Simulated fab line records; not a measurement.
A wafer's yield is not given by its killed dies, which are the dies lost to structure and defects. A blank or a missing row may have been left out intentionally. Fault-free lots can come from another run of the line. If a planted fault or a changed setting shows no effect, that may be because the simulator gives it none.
A lot that was struck, set against a sound lot | flow nand_harc | 17 out of 1159 route steps
Sound: these wafers, L126.2, L126.4, L126.6. Struck: wafer L133.2 (L133.3, L133.5, from the same lot, were not struck and are left out); the cause is given at the end.
Order at every step that has rows: each side's tool, ch and its chambers, its first start. Under that, the readings that differ: sound wafers | struck wafers | difference of the means | sigmas: that difference in standard deviations of wafers without a fault.
alike: readings with means less than 2 such deviations apart, plus words and numbers identical on both sides. not compared: withheld readings, readings lacking a value on some wafer, bounds such as >300 that could conceal the same value, and numbers that have no deviation in the record and whose values overlap.
Wherever a step has rows on one side only, a row that says differs or no value, or a row with sigmas, the two part there. Non-overlapping numbers with no deviation appear without sigmas and do not part them. A reading that every wafer of one side lacks parts them only if that side has two wafers or more.

NHARC_P_M1_INSPECT_11:
  struck on defect_inspect-02, day 9 08:55; sound on defect_inspect-02, day 7 13:42
  reading          | sound | struck | difference | sigmas
  raw_defect_count | 1 1 3 | 6      | +4         | +2
NHARC_P_M1_DESCUM_14: chemistry O2, time 3 s.
  sound on rie_diel-06 ch 0,1,3, day 7 13:47; struck on rie_diel-08 ch 0, day 9 08:59
  reading                     | sound       | struck | difference | sigmas
  drypump_motor_current_A (A) | 6.3 5.8 6.0 | 5.1    | -0.9       | -2
  alike: oes_product_au, rf_vpp_V, showerhead_plenum_p_Torr, throttle_valve_pct
  not compared: rf_hours_counter_h
then, 2 steps without rows for these wafers: NHARC_P_M1_ETCH_35 (etches the open film in N2/H2, target depth 40 nm, overetch 12 nm, time 43.94 s); NHARC_P_M1_ETCH_15 (etches the open film in C4F8/Ar, target depth 182.5 nm, time 91.2 s).
NHARC_P_M1_CD_MEAS_16:
  struck on cd_sem-02, day 9 09:17; sound on cd_sem-03, day 7 14:13
  alike: cd_nm
then, 3 steps without rows for these wafers: NHARC_P_M1_STRIP_18 (strips in N2/H2); NHARC_P_M1_ETCH_28 (etches the open film in CF4/N2, target depth 30 nm, time 72.99 s); NHARC_P_M1_STRIP_19 (strips in post etch residue remover, time 600 s).
NHARC_P_M1_DEGAS_29: time 60 s.
  struck on pvd_sputter-03, day 9 10:01; sound on pvd_sputter-02, day 7 14:55
  reading            | sound       | struck | difference | sigmas
  heater_power_w (W) | 340 314 318 | 388    | +64        | +2
NHARC_P_M1_PRE_CLEAN_30: time 30 s.
  sound on pvd_sputter-02; struck on pvd_sputter-03
  alike: heater_power_w
then, 1 step without rows for these wafers: NHARC_P_M1_PVD_20 (deposits TaN, target thk 5 nm, time 8.06 s).
NHARC_P_M1_PVD_21: deposits Cu, target thk 30 nm, time 20.49 s.
  sound on pvd_sputter-02; struck on pvd_sputter-03
  alike: throttle_valve_pct
NHARC_P_M1_ECD_22: material Cu, target thk 400 nm.
  sound on ecd_cu-01 ch 0,1, day 7 15:17; struck on ecd_cu-01 ch 0, day 9 10:26
  alike: bath_temp_c
NHARC_P_M1_ANNEAL_31: time 90 s.
  sound on rtp_anneal-01 ch 0, day 7 15:43; struck on rtp_anneal-02 ch 0, day 9 10:49
  alike: wafer_temp_C_max
NHARC_P_M1_CMP_23: polishes, t overpolish 20 s, target thk 157.82 nm.
  sound on cmp-04 ch 0,3, day 7 16:01; struck on cmp-02 ch 2, day 9 11:06
  reading                | sound             | struck | difference | sigmas
  slurry_flow_ml_min     | 150.2 150.2 149.5 | 151.0  | +1.0       | +3
  time_to_endpoint_s (s) | 30 24 28          | 11     | -16        | -4
  alike: motor_current_A, slurry_filter_dp_kPa
NHARC_P_M1_THK_MEAS_24: measures by xrf.
  struck on film_metro-01, day 9 11:25; sound on film_metro-02, day 7 16:20
  alike: thk_nm
NHARC_END_SORT_01:
  the record has rows for the sound wafers here (prober-02 ch 0, day 22 02:04) and none for the struck ones

== WHERE THEY PART ==
At NHARC_P_M1_INSPECT_11 first; at NHARC_END_SORT_01 last (within this record only).

WHY: the cause the simulator had injected
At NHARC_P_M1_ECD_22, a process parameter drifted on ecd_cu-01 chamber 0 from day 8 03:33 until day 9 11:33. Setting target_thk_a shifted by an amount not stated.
